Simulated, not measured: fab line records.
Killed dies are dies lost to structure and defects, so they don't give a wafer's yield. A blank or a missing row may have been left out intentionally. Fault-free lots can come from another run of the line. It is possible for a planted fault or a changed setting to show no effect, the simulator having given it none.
Which of the tools did it? -- flow nand harc -- 33 wafers from 11 lots sampled at 5 of the route's 1159 steps

== WHAT EACH GAUGE READ, for each wafer ==
NHARC_A_ONON_D1_INSPECT_32. Usual: 65 for raw defect count, sd 22.
lot,measured,on,raw defect count,flag
L740,day 7 19:35,defect inspect-02,64 62 62,
L742,day 8 09:44,defect inspect-02,117 88 83,
L741,day 8 09:55,defect inspect-02,58 52 79,
L743,day 9 02:30,defect inspect-01,39 54 47,
L745,day 9 11:05,defect inspect-02,70 40 92,
L747,day 9 19:11,defect inspect-01,84 44 60,
L755,day 11 22:58,defect inspect-01,74 74 56,
L754,day 11 23:04,defect inspect-02,59 80 62,
L759,day 12 17:44,defect inspect-02,24 37 28,
L760,day 12 17:46,defect inspect-02,46 32 57,
L763,day 13 12:34,defect inspect-02,52 61 36,

NHARC_END_SORT_01. Usual: killed at array 29, standard deviation 11; killed at other 0.6, standard deviation 0.92; killed at periphery 3.2, standard deviation 2; killed dies 33, standard deviation 11; killed open 3.2, standard deviation 2; killed short 1.9, standard deviation 1.5.
lot,measured,on,killed at array,killed at other,killed at periphery,killed dies,killed open,killed short,flag
L755,day 22 17:02,prober-02,674 673 673,0 0 0,3 4 4,677 677 677,1 5 5,1 3 4,OFF
L754,day 22 23:06,prober-01,674 675 676,0 1 1,3 1 0,677 677 677,5 6 4,2 2 0,OFF

== EACH LOT AND THE TOOL THAT RAN IT (in order: tool; ch and the chambers of the sampled wafers; start) ==
lot,NHARC_A_CHANNEL_HOLE_D1_ETCH_38,NHARC_A_CHANNEL_HOLE_D1_ETCH_34,NHARC_A_CHANNEL_HOLE_D1_ETCH_25
L740,"rie diel-09 ch 2,3, day 7 22:54","rie diel-09 ch 0,2, day 8 03:05 or earlier","har etch-02 ch 0,1, day 8 03:05"
L742,"rie diel-09 ch 0,1,3, day 8 15:34","rie diel-09 ch 0,1,3, day 8 20:21 or earlier","har etch-01 ch 0, day 8 20:21"
L741,"rie diel-07 ch 1,2,3, day 8 15:50","rie diel-07 ch 0,1, day 8 19:58 or earlier","har etch-02 ch 1, day 8 19:58"
L743,"rie diel-09 ch 1,2, day 9 05:31","rie diel-09 ch 0,1, day 9 09:31 or earlier","har etch-02 ch 0,1, day 9 09:31"
L745,"rie diel-09 ch 0,1,2, day 9 14:06","rie diel-09 ch 0,1,3, day 9 18:06 or earlier","har etch-01 ch 0,1, day 9 18:06"
L747,"rie diel-03 ch 0,2,3, day 9 22:02","rie diel-03 ch 0,2,3, day 10 02:20 or earlier","har etch-02 ch 0,1, day 10 02:20"
L755,"rie diel-09 ch 1,2, day 12 02:05","rie diel-09 ch 2,3, day 12 06:22 or earlier","har etch-01 ch 0,1, day 12 06:22"
L754,"rie diel-07 ch 1,2,3, day 12 02:15","rie diel-07 ch 1,2,3, day 12 10:06 or earlier","har etch-02 ch 0,1, day 12 10:06"
L759,"rie diel-09 ch 0,2,3, day 12 20:48","rie diel-09 ch 0,1, day 13 00:48 or earlier","har etch-02 ch 0,1, day 13 00:48"
L760,"rie diel-09 ch 0,1,3, day 12 21:55","rie diel-09 ch 0,1,3, day 13 01:53 or earlier","har etch-01 ch 0,1, day 13 01:53"
L763,"rie diel-07 ch 0,3, day 13 18:59","rie diel-07 ch 0,1,3, day 14 03:01 or earlier","har etch-02 ch 0,1, day 14 03:01"
- NHARC_A_CHANNEL_HOLE_D1_ETCH_38: etches the open film in CF4, target depth 39 nm, time 65 s.
- NHARC_A_CHANNEL_HOLE_D1_ETCH_34: etches the open film in CF4/CHF3, target depth 154 nm, time 77 s.
- NHARC_A_CHANNEL_HOLE_D1_ETCH_25: etches the open film in C4F8/O2/Ar, time 1040.2 s, target depth 1500 nm.

== AS READ BY THE TOOLS THEMSELVES (means over the sampled wafers that have a number; for cases with no such wafer, the mark the record gives instead) ==
NHARC_A_CHANNEL_HOLE_D1_ETCH_38. Usual: for bias w, 100.01 W with a standard deviation of 0.3; for cf4 flow sccm, 150.0 sccm with a standard deviation of 0.42; for drypump motor current A, 5.8 A with a standard deviation of 0.52; for oes product au, 0.997 a.u. with a standard deviation of 0.0078; for rf vpp V, 151.0 V with a standard deviation of 0.9; for showerhead plenum p Torr, 1.75 Torr with a standard deviation of 0.038; for throttle valve pct, 13.283 % with a standard deviation of 0.0084.
lot,tool,bias w (W),cf4 flow sccm (sccm),drypump motor current A (A),oes product au (a.u.),rf vpp V (V),showerhead plenum p Torr (Torr),throttle valve pct (%),flag
L740,rie diel-09,100.03,150.1,6.2,0.997,152.3,1.80,13.287,
L742,rie diel-09,99.92,150.1,6.1,0.999,151.8,1.75,13.279,
L741,rie diel-07,100.05,150.0,5.9,0.988,150.9,1.75,13.282,
L743,rie diel-09,100.17,149.7,6.1,0.998,151.2,1.73,13.289,
L745,rie diel-09,99.83,149.8,6.1,0.997,150.6,1.73,13.292,
L747,rie diel-03,99.89,149.7,5.1,1.006,151.5,1.79,13.283,
L755,rie diel-09,-,-,-,-,-,-,-,OFF
L754,rie diel-07,-,-,-,-,-,-,-,OFF
L759,rie diel-09,99.92,149.8,6.2,1.000,151.3,1.76,13.281,
L760,rie diel-09,99.87,149.9,6.1,0.987,151.4,1.75,13.282,
L763,rie diel-07,100.21,149.9,6.4,1.000,150.3,1.71,13.287,

NHARC_A_CHANNEL_HOLE_D1_ETCH_34. Usual: for bias w, 199.9 W with a standard deviation of 0.65; for cf4 flow sccm, 100.0 sccm with a standard deviation of 0.3; for drypump motor current A, 5.8 A with a standard deviation of 0.48; for oes product au, 0.949 a.u. with a standard deviation of 0.021; for rf vpp V, 370.3 V with a standard deviation of 1.3; for showerhead plenum p Torr, 1.56 Torr with a standard deviation of 0.033; for throttle valve pct, 16.801 % with a standard deviation of 0.0087.
lot,tool,bias w (W),cf4 flow sccm (sccm),drypump motor current A (A),oes product au (a.u.),rf vpp V (V),showerhead plenum p Torr (Torr),throttle valve pct (%),flag
L740,rie diel-09,200.1,100.4,6.1,0.962,369.4,1.53,16.800,
L742,rie diel-09,199.9,99.7,6.2,0.933,369.6,1.56,16.796,
L741,rie diel-07,199.4,100.3,5.7,0.925,370.0,1.54,16.800,
L743,rie diel-09,200.7,100.1,6.1,0.925,368.5,1.53,16.796,
L745,rie diel-09,200.4,100.1,6.1,0.936,370.0,1.56,16.800,
L747,rie diel-03,200.0,100.0,5.1,0.923,370.8,1.59,16.809,
L755,rie diel-09,200.3,99.9,6.2,0.956,371.1,1.58,16.803,
L754,rie diel-07,199.2,100.2,5.9,0.957,369.6,1.55,16.799,
L759,rie diel-09,199.5,100.0,6.1,0.954,369.2,1.53,16.803,
L760,rie diel-09,199.3,100.0,6.0,0.961,370.6,1.56,16.791,
L763,rie diel-07,200.1,99.7,6.0,0.969,368.8,1.54,16.798,

NHARC_A_CHANNEL_HOLE_D1_ETCH_25. Usual: c4f8 flow sccm 93.83 sccm, standard deviation 0.28; chamber pressure mTorr 19.998 mTorr, standard deviation 0.021; drypump motor current A 5.8 A, standard deviation 0.45; showerhead plenum p Torr 3.831 Torr, standard deviation 0.023; throttle valve pct 32.235 %, standard deviation 0.0096.
lot,tool,c4f8 flow sccm (sccm),chamber pressure mTorr (mTorr),drypump motor current A (A),showerhead plenum p Torr (Torr),throttle valve pct (%),flag
L740,har etch-02,93.79,19.980,6.0,3.868,32.239,
L742,har etch-01,93.82,19.997,5.8,3.820,32.237,
L741,har etch-02,93.57,20.000,5.2,3.866,32.240,
L743,har etch-02,93.82,20.015,6.0,3.863,32.234,
L745,har etch-01,93.71,20.008,5.9,3.815,32.239,
L747,har etch-02,93.89,19.999,5.6,3.859,32.231,
L755,har etch-01,94.11,20.002,5.9,3.801,32.239,
L754,har etch-02,94.07,20.008,6.0,3.844,32.243,
L759,har etch-02,94.03,19.996,6.0,3.841,32.221,
L760,har etch-01,93.86,20.003,5.8,3.796,32.223,
L763,har etch-02,93.97,19.994,6.0,3.833,32.236,

== THE ANSWER, worked out from the rows above alone ==
Rule: a lot counts as off when the mean over its wafers that have a number is more than 3 standard deviations away from the usual mean. A lot without any number at a reading at which 4 lots or more have one is off too. Where the step has rows for the other lots, those lots are counted as sound. First the gauges in route order, then the tools' own readings, where a lot's mean is used as printed above. At the first step where some lot is off, the reading lying furthest off is the one used; lots without a number count as furthest.
Off: L755, L754, at NHARC_END_SORT_01 (killed at array). Neither off nor sound, because the step has no rows for them: L740, L742, L741, L743, L745, L747, L759, L760, L763.
If a tool, at a process step before that reading, ran all the lots that are off and no sound lot after the first of them, it fits. Not tried: the gauges at NHARC_END_SORT_01; whatever is off there is also off at NHARC_A_CHANNEL_HOLE_D1_ETCH_38, on other tools, and gauge error can't account for it. With no start given for some of its lots, NHARC_A_CHANNEL_HOLE_D1_ETCH_34 uses the hours and lot order of NHARC_A_CHANNEL_HOLE_D1_ETCH_25. Of those tried, none fits.

== WHAT THE SIMULATOR PUT IN ==
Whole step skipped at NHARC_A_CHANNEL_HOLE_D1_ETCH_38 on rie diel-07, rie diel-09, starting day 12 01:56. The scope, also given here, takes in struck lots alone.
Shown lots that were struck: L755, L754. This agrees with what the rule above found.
